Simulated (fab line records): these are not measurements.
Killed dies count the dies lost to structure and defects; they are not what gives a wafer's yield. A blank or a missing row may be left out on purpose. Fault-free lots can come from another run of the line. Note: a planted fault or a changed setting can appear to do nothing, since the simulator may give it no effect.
Split-lot study    flow n5Finfet    7 lots, 39 wafers read, on a route of 1938 steps

## THE SPLIT ITSELF
At N5_BEOL_M5_TRENCH_ETCH_37 (etches SiCOH lowk in C4F6/O2, target depth 71.652 nm, time 24.7 s), the setting targetDepthA was moved away from the recipe's 716.52 angstrom on 12 of the 39 wafers read, by -41.4% to +16.8%. For the rest of the wafers, this setting stayed at what the recipe calls for.

## FROM THE SPLIT TO THE READING: what the file shows between them, 13 steps
- N5_BEOL_M5_ETCH_41: etches SiCN in CH3F/O2, target depth 31.5 nm, time 56.7 s
- N5_BEOL_M5_STRIP_91: strips in N2/H2, time 10 s
- N5_BEOL_M5_OCD_MEAS_38
- N5_BEOL_M5_HM_STRIP_39: strips TiN in peroxide tin strip, target depth 25 nm, time 158 s
- N5_BEOL_M5_SRD_40: time 30 s
- N5_BEOL_M5_ECD_50: material Cu, target thk 300 nm
- N5_BEOL_M5_ANNEAL_51: time 90 s
- N5_BEOL_M5_CMP_52: polishes, stops on SiCOH lowk, t overpolish 6.9 s, target thk 62 nm
- N5_BEOL_M5_THK_MEAS_53: measures by xrf
- N5_BEOL_M5_PRE_CLEAN_77: time 15 s
- N5_BEOL_M5_CO_CAP_78: material Co, precursor CCTBA/H2, target thk 2 nm, time 102.1 s
- N5_BEOL_M5_PRE_CLEAN_55: time 15 s
- N5_BEOL_M5_DEP_56: deposits SiCN from 3MS/NH3, target thk 8 nm, time 14 s

## THE READING
M5_RS in ohm/sq, measured at N5_BEOL_M5_RS_MEAS_57 by four-point-probe. A value of 0.385 ohm/sq with a standard deviation of 0.016 ohm/sq is what fault-free wafers of this fab line usually give.

wafer   tool, chamber at the split  targetDepthA as run, angstrom  against the recipe  M5_RS, ohm/sq  against lot-mates on the recipe
L082.2  rieDiel-03, 0               716.52                         recipe              0.348          -
L082.3  rieDiel-03, 2               716.52                         recipe              0.373          -
L082.6  rieDiel-03, 2               716.52                         recipe              0.376          -
L086.1  rieDiel-06, 2               420                            -41.4%              0.873          +0.487
L086.2  rieDiel-06, 3               716.52                         recipe              0.392          -
L086.3  rieDiel-06, 0               420                            -41.4%              0.930          +0.544
L086.4  rieDiel-06, 1               716.52                         recipe              0.377          -
L086.5  rieDiel-06, 1               420                            -41.4%              0.913          +0.527
L086.6  rieDiel-06, 0               716.52                         recipe              0.389          -
L089.1  rieDiel-03, 0               716.52                         recipe              0.369          -
L089.2  rieDiel-03, 3               716.52                         recipe              0.391          -
L089.3  rieDiel-03, 1               716.52                         recipe              0.384          -
L089.4  rieDiel-03, 2               716.52                         recipe              0.391          -
L089.5  rieDiel-03, 1               716.52                         recipe              0.387          -
L089.6  rieDiel-03, 2               716.52                         recipe              0.384          -
L093.1  rieDiel-03, 2               716.52                         recipe              0.379          -
L093.2  rieDiel-03, 1               602.8                          -15.9%              0.518          +0.139
L093.3  rieDiel-03, 3               602.8                          -15.9%              0.503          +0.124
L093.4  rieDiel-03, 3               602.8                          -15.9%              0.499          +0.120
L093.5  rieDiel-03, 2               716.52                         recipe              0.381          -
L093.6  rieDiel-03, 1               716.52                         recipe              0.376          -
L094.1  rieDiel-02, 0               716.52                         recipe              0.375          -
L094.2  rieDiel-02, 3               716.52                         recipe              0.380          -
L094.3  rieDiel-02, 1               716.52                         recipe              0.392          -
L094.4  rieDiel-02, 2               716.52                         recipe              0.388          -
L094.5  rieDiel-02, 2               716.52                         recipe              0.406          -
L094.6  rieDiel-02, 1               716.52                         recipe              0.407          -
L092.1  rieDiel-06, 1               716.52                         recipe              0.348          -
L092.2  rieDiel-06, 2               716.52                         recipe              0.379          -
L092.3  rieDiel-06, 0               716.52                         recipe              0.381          -
L092.4  rieDiel-06, 3               837.2                          +16.8%              0.304          -0.065
L092.5  rieDiel-06, 0               837.2                          +16.8%              0.299          -0.070
L092.6  rieDiel-06, 3               837.2                          +16.8%              0.309          -0.060
L097.1  rieDiel-02, 1               570.7                          -20.4%              0.529          +0.135
L097.2  rieDiel-02, 0               716.52                         recipe              0.381          -
L097.3  rieDiel-02, 3               570.7                          -20.4%              0.587          +0.193
L097.4  rieDiel-02, 2               716.52                         recipe              0.394          -
L097.5  rieDiel-02, 0               570.7                          -20.4%              0.543          +0.149
L097.6  rieDiel-02, 1               716.52                         recipe              0.407          -

THE FIT
A straight line over all 39 wafers: M5_RS changes by -0.0105 ohm/sq for each +1% of targetDepthA; r = -0.96; the points scatter about the line by 0.043 ohm/sq.
The same after taking each lot's own level away (the mean of its wafers on the recipe; 39 wafers): -0.0103 ohm/sq for each +1%; r = -0.95; scatter 0.045 ohm/sq.
According to that fit, moving targetDepthA by its largest amount changes the reading by 0.42 ohm/sq.
The lots' own levels span 0.3657 to 0.3940 ohm/sq, that is 1.8 times the standard deviation above.
Consequently the slope shifts little with the lot-to-lot level, the two slopes agreeing.
Check: for one of the wafers moved furthest among these (-41.4%), held out of the fit, the line's prediction against its lot-mates is +0.419 ohm/sq. It came out at +0.487 ohm/sq against them.

## THE WHOLE CHAIN: every reading that the file lists as answering this split, in the file's order
step                       what it does                                                         reading                                                                      change (the file's fit)                r (the file's)
N5_BEOL_M5_TRENCH_ETCH_37  etches SiCOH lowk in C4F6/O2, target depth 71.652 nm, time 24.7 s    etch.depthNm (the simulator's own value, which no gauge read)                +0.724 nm for each +1% of the setting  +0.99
N5_BEOL_M5_TRENCH_ETCH_37  etches SiCOH lowk in C4F6/O2, target depth 71.652 nm, time 24.7 s    BEOL_M5.featureDepthNm (the simulator's own value, which no gauge read)      +0.722 nm for each +1% of the setting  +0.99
N5_BEOL_M5_OCD_MEAS_38                                                                          trenchDepthNm                                                                +0.728 nm for each +1% of the setting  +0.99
N5_BEOL_M5_CMP_52          polishes, stops on SiCOH lowk, t overpolish 6.9 s, target thk 62 nm  Cu_of_BEOL_M5_ECD_50.thkNm (the simulator's own value, which no gauge read)  +0.737 nm for each +1% of the setting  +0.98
N5_BEOL_M5_THK_MEAS_53     measures by xrf                                                      M5_THK                                                                       +0.75 for each +1% of the setting      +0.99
N5_BEOL_M5_RS_MEAS_57      measures by four-point-probe                                         M5_RS                                                                        -0.0105 for each +1% of the setting    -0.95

## THE FILE'S OWN FIT
M5_RS changes by -0.0105 ohm/sq for each +1% of targetDepthA, r = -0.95.
